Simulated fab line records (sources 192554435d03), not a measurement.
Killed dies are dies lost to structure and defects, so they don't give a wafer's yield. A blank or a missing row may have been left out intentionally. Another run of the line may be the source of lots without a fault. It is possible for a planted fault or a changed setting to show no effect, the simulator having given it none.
Split-lot experiment / flow n5 finfet / 21 wafers read across 7 lots, on a route 1938 steps long

## ABOUT THE SPLIT
At N5_BEOL_M1_ETCH_74 (etches underlayer in N2/H2, target depth 6.5 nm, time 5.2 s), the setting bias w was moved away from the recipe's 150 W on 9 of the 21 wafers read, by -13.6% to +15.6%. The other wafers ran this setting at the recipe's value.

The split's own step is where the reading is taken.

## THE READING
rf vpp V, in V, at N5_BEOL_M1_ETCH_74 (etches underlayer in N2/H2, target depth 6.5 nm, time 5.2 s). Typical for fault-free wafers on this fab line: 524.1 V, with standard deviation 2.7 V.

wafer=L080.1; tool, chamber at the split=rie diel-02, 2; bias w as run, W=150; against the recipe=recipe; rf vpp V, V=527.4; against lot-mates on the recipe=-
wafer=L080.4; tool, chamber at the split=rie diel-02, 1; bias w as run, W=150; against the recipe=recipe; rf vpp V, V=524.3; against lot-mates on the recipe=-
wafer=L080.5; tool, chamber at the split=rie diel-02, 0; bias w as run, W=150; against the recipe=recipe; rf vpp V, V=520.1; against lot-mates on the recipe=-
wafer=L083.1; tool, chamber at the split=rie diel-05, 1; bias w as run, W=158.9; against the recipe=+5.9%; rf vpp V, V=544.1; against lot-mates on the recipe=+20.9
wafer=L083.4; tool, chamber at the split=rie diel-05, 0; bias w as run, W=158.9; against the recipe=+5.9%; rf vpp V, V=544.9; against lot-mates on the recipe=+21.7
wafer=L083.5; tool, chamber at the split=rie diel-05, 0; bias w as run, W=150; against the recipe=recipe; rf vpp V, V=523.2; against lot-mates on the recipe=-
wafer=L085.3; tool, chamber at the split=rie diel-05, 3; bias w as run, W=150; against the recipe=recipe; rf vpp V, V=527.7; against lot-mates on the recipe=-
wafer=L085.5; tool, chamber at the split=rie diel-05, 3; bias w as run, W=150; against the recipe=recipe; rf vpp V, V=526.3; against lot-mates on the recipe=-
wafer=L085.6; tool, chamber at the split=rie diel-05, 2; bias w as run, W=170.1; against the recipe=+13.4%; rf vpp V, V=568.7; against lot-mates on the recipe=+41.7
wafer=L088.1; tool, chamber at the split=rie diel-05, 2; bias w as run, W=159.2; against the recipe=+6.1%; rf vpp V, V=542.6; against lot-mates on the recipe=+14.6
wafer=L088.2; tool, chamber at the split=rie diel-05, 1; bias w as run, W=150; against the recipe=recipe; rf vpp V, V=524.7; against lot-mates on the recipe=-
wafer=L088.6; tool, chamber at the split=rie diel-05, 3; bias w as run, W=150; against the recipe=recipe; rf vpp V, V=531.2; against lot-mates on the recipe=-
wafer=L087.1; tool, chamber at the split=rie diel-04, 1; bias w as run, W=150; against the recipe=recipe; rf vpp V, V=525.0; against lot-mates on the recipe=-
wafer=L087.2; tool, chamber at the split=rie diel-04, 3; bias w as run, W=173.4; against the recipe=+15.6%; rf vpp V, V=569.0; against lot-mates on the recipe=+44.0
wafer=L087.6; tool, chamber at the split=rie diel-04, 1; bias w as run, W=173.4; against the recipe=+15.6%; rf vpp V, V=576.0; against lot-mates on the recipe=+51.0
wafer=L095.1; tool, chamber at the split=rie diel-02, 3; bias w as run, W=165.7; against the recipe=+10.5%; rf vpp V, V=558.0; against lot-mates on the recipe=+37.5
wafer=L095.3; tool, chamber at the split=rie diel-02, 0; bias w as run, W=165.7; against the recipe=+10.5%; rf vpp V, V=555.3; against lot-mates on the recipe=+34.8
wafer=L095.4; tool, chamber at the split=rie diel-02, 0; bias w as run, W=150; against the recipe=recipe; rf vpp V, V=520.5; against lot-mates on the recipe=-
wafer=L096.3; tool, chamber at the split=rie diel-02, 2; bias w as run, W=150; against the recipe=recipe; rf vpp V, V=525.2; against lot-mates on the recipe=-
wafer=L096.5; tool, chamber at the split=rie diel-02, 0; bias w as run, W=129.6; against the recipe=-13.6%; rf vpp V, V=475.2; against lot-mates on the recipe=-48.8
wafer=L096.6; tool, chamber at the split=rie diel-02, 3; bias w as run, W=150; against the recipe=recipe; rf vpp V, V=522.8; against lot-mates on the recipe=-

FIT RESULTS
A straight line over all 21 wafers: rf vpp V changes by +3.23 V for each +1% of bias w; r = +0.99; the points scatter about the line by 3.1 V.
The same after taking each lot's own level away (the mean of its wafers on the recipe; 21 wafers): +3.26 V for each +1%; r = +0.99; scatter 3 V.
That fit puts the effect of the largest move of bias w on the reading at 51 V.
The lots' own levels span 520.50 to 527.95 V, that is 2.8 times the standard deviation above.
Consequently the slope shifts little with the lot-to-lot level, the two slopes agreeing.
Check: with one of the wafers moved furthest among these (+15.6%) left out of the fit, the line predicts +52 V for it against its lot-mates. Against them it came out at +44 V.
Tool readings at the split's step, against how far the setting was moved: etch rf on time s r = -0.82; rf vpp V r = +0.99.

## THE OTHER SPLITS THESE WAFERS WENT THROUGH
Note: prior to the reading, these wafers also went through further splits. Each is held against what the fit with the lots' levels taken away leaves over:
other split on the same wafers=N5_HKMG_FIN_ETCH_54 bias w; wafers away from the commonest value=6; r with rf vpp V (lot level and that fit taken away)=-0.38
other split on the same wafers=N5_HKMG_FIN_ETCH_55 time s; wafers away from the commonest value=5; r with rf vpp V (lot level and that fit taken away)=-0.24
other split on the same wafers=N5_HKMG_FIN_COAT_29 spin rpm; wafers away from the commonest value=12; r with rf vpp V (lot level and that fit taken away)=-0.08
other split on the same wafers=N5_HKMG_FIN_PEB_10 peb time s; wafers away from the commonest value=11; r with rf vpp V (lot level and that fit taken away)=+0.01
other split on the same wafers=N5_MOL_CONTACT_COAG_CONTACT_ETCH_14 source w; wafers away from the commonest value=7; r with rf vpp V (lot level and that fit taken away)=-0.32
other split on the same wafers=N5_MOL_CONTACT_COAG_COAT_64 spin rpm; wafers away from the commonest value=6; r with rf vpp V (lot level and that fit taken away)=+0.11
other split on the same wafers=N5_BEOL_M0_SAQP_PECVD_00 time s; wafers away from the commonest value=6; r with rf vpp V (lot level and that fit taken away)=+0.29
other split on the same wafers=N5_BEOL_M0_SAQP_PECVD_96 time s; wafers away from the commonest value=4; r with rf vpp V (lot level and that fit taken away)=+0.06

## THE WHOLE CHAIN: every reading that the file lists as answering this split, in the file's order
step=N5_BEOL_M1_ETCH_74; what it does=etches underlayer in N2/H2, target depth 6.5 nm, time 5.2 s; reading=etch rf on time s; change (the file's fit)=withheld for each +1% of the setting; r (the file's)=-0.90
step=N5_BEOL_M1_ETCH_74; what it does=etches underlayer in N2/H2, target depth 6.5 nm, time 5.2 s; reading=rf vpp V; change (the file's fit)=+3.24 V for each +1% of the setting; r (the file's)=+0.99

## THE FILE'S OWN FIT
rf vpp V changes by +3.24 V for each +1% of bias w, r = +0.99.
